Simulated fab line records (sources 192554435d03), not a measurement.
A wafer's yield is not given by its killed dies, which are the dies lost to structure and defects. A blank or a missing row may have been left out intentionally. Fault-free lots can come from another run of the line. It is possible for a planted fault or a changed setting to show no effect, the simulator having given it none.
Which of the tools did it? ; flow n5_finfet ; Sampling: 11 lots, 32 wafers, 3 of 1938 route steps

== WHAT THE GAUGES READ, wafer by wafer ==
N5_PASSIVATION_CD_MEAS_30 targets a cd of 4000 nm. Usual: 4000.4 nm for cd_nm, sd 1.9.
lot;measured;on;cd_nm (nm);flag
L978;day 13 01:42;cd_sem-03;3999.5 4002.2 4000.6;
L977;day 13 08:34;cd_sem-03;4000.9 4002.1 4005.9;
L986;day 15 02:21;cd_sem-02;4000.1 3998.4 4000.7;
L987;day 15 06:55;cd_sem-01;3998.2 4002.1 4001.1;
L991;day 16 10:14;cd_sem-02;4003.4 4000.3 4003.8;
L990;day 16 12:04;cd_sem-02;4000.4 3998.1 4001.0;
L994;day 16 22:33;cd_sem-01;3999.6 4001.3 3998.6;
L993;day 17 20:08;cd_sem-03;3999.4 4001.7 3999.8;
L998;day 17 20:17;cd_sem-02;3999.4 4000.8 3998.6;
L996;day 18 00:48;cd_sem-02;4002.4 4000.7 4000.4;
L999;day 18 09:38;cd_sem-01;4000.3 3997.4;

N5_PASSIVATION_OVL_MEAS_66. Usual: for PASS_OPEN_OVL the level is 0 nm and the standard deviation is 5.4.
lot;measured;on;PASS_OPEN_OVL (nm);flag
L978;day 13 03:38;overlay-02;7 0 4;
L977;day 13 10:37;overlay-01;-2 -3 1;
L986;day 15 04:17;overlay-01;-10 1 -5;
L987;day 15 08:46;overlay-02;-4 7 -2;
L991;day 16 12:09;overlay-02;6 10 2;
L990;day 16 14:13;overlay-01;-1 2 -3;
L994;day 17 00:28;overlay-01;-9 -1 -5;
L993;day 17 22:07;overlay-02;-3 9 4;
L998;day 17 22:10;overlay-01;-5 -5 0;
L996;day 18 03:08;overlay-01;-2 -11 -13;
L999;day 18 11:24;overlay-02;-5 7;

== WHICH TOOL RAN EACH LOT (tool, then ch and the chambers of the sampled wafers, then the start) ==
lot;N5_PASSIVATION_ETCH_59
L978;rie_metal-01 ch 0,1, day 13 02:19
L977;rie_metal-01 ch 1, day 13 09:16
L986;rie_metal-02 ch 0,1, day 15 02:56
L987;rie_metal-01 ch 0,1, day 15 07:34
L991;rie_metal-03 ch 0,1, day 16 10:48
L990;rie_metal-01 ch 1, day 16 12:41
L994;rie_metal-03 ch 0,1, day 16 23:08
L993;rie_metal-03 ch 0,1, day 17 20:49
L998;rie_metal-01 ch 0,1, day 17 20:54
L996;rie_metal-01 ch 0,1, day 18 01:44
L999;rie_metal-02 ch 0, day 18 10:13
- N5_PASSIVATION_ETCH_59: etches TaN in Cl2/BCl3, target depth 65 nm, time 34.9 s.

== WHAT THE TOOLS THEMSELVES READ (means of the sampled wafers that have a number; where no wafer has one, the mark that the record gives instead) ==
N5_PASSIVATION_ETCH_59. Usual: drypump_motor_current_A 5.7 A, standard deviation 0.6; he_backside_leak_sccm 3.42 sccm, standard deviation 0.23; oes_product_au 0.79 a.u., standard deviation 0.096; rf_fwd_power_W 894 W, standard deviation 3.7; throttle_valve_pct 21.03 %, standard deviation 0.18.
lot;tool;drypump_motor_current_A (A);he_backside_leak_sccm (sccm);oes_product_au (a.u.);rf_fwd_power_W (W);throttle_valve_pct (%);flag
L978;rie_metal-01;5.6;3.71;0.76;891;20.87;
L977;rie_metal-01;4.7;3.35;0.88;893;20.94;
L986;rie_metal-02;6.4;3.32;0.71;894;20.97;
L987;rie_metal-01;5.1;3.40;0.80;893;20.94;
L991;rie_metal-03;5.5;3.30;0.86;898;21.13;
L990;rie_metal-01;4.7;3.47;0.85;897;20.98;
L994;rie_metal-03;5.7;3.53;0.85;894;21.28;
L993;rie_metal-03;5.7;3.34;0.85;894;21.30;
L998;rie_metal-01;5.2;3.45;0.78;897;20.95;
L996;rie_metal-01;5.2;3.45;0.78;896;20.94;
L999;rie_metal-02;6.0;3.18;0.82;892;21.09;

== THE ANSWER, worked out from the rows above alone ==
Rule: a lot is off if the mean of its wafers that have a number lies more than 3 standard deviations from the usual mean. A lot without any number at a reading at which 4 lots or more have one is off too. The other lots that the step has rows for count as sound. Order of review: gauges by route order, followed by the tools' own readings, for which a lot's mean as printed above is used. At the first step where some lot is off, the reading lying furthest off is the one used; lots without a number count as furthest.
No lot is off at any reading shown: from this, nothing can be told.

== WHAT THE SIMULATOR PUT IN ==
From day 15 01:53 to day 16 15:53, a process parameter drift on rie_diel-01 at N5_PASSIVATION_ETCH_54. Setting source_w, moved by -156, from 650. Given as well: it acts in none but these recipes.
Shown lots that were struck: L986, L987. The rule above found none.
